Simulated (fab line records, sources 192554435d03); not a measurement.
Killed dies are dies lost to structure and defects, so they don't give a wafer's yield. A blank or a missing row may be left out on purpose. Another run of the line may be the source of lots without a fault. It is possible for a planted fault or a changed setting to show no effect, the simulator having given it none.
Chamber matching | flow n5 finfet | 4 sister chambers for N5_FIN_SAQP_ETCH_69 on rie diel-04
The step etches SOC in N2/H2, stops on SiNx, target depth 150 nm. 8 wafers are shown with their chamber, then 9 later ones without.

## WAFERS, EACH WITH ITS CHAMBER
wafer  | chamber | drypump motor current A (A) | throttle valve pct (%)
L082.2 | 3       | 5.9                         | 18.22
L086.2 | 3       | 5.9                         | 18.21
L091.1 | 2       | 5.4                         | 17.38
L091.2 | 0       | 5.1                         | 17.94
L091.4 | 1       | 6.6                         | 18.04
L092.4 | 1       | 6.5                         | 18.04
L092.5 | 2       | 5.4                         | 17.35
L092.6 | 0       | 5.1                         | 17.94

## WAFERS WITHOUT THEIR CHAMBER
wafer  | drypump motor current A (A) | throttle valve pct (%)
L094.1 | 6.5                         | 18.06
L094.2 | 5.4                         | 17.37
L094.3 | 5.1                         | 17.95
L095.1 | 5.2                         | 17.94
L095.3 | 5.5                         | 17.38
L095.5 | 5.2                         | 17.95
L096.1 | 5.1                         | 17.97
L096.5 | 5.1                         | 17.96
L096.6 | 6.5                         | 18.05

## THE CHAMBER EACH PASSED THROUGH
wafer  | from the rows above | in truth
L094.1 | 1                   | 1
L094.2 | 2                   | 2
L094.3 | 0                   | 0
L095.1 | 0                   | 0
L095.3 | 2                   | 2
L095.5 | 0                   | 0
L096.1 | 0                   | 0
L096.5 | 0                   | 0
L096.6 | 1                   | 1
Correct placement for 9 of the 9. Left unplaced by these rows: 0. Wrongly placed: 0.
How it was worked out, from the rows above alone: a wafer's distance from a chamber is the root of the sum, over the readings, of the square of ((its reading less the chamber's mean) divided by the reading's scatter). The wafer belongs to the nearest chamber; if the next one is less than 2 further off, it can't be placed. The mean given for a chamber averages the wafers shown for that chamber. The scatter: take each reading less its chamber's mean, square it, sum over the shown wafers, divide by the number of wafers less the number of chambers, and take the root.
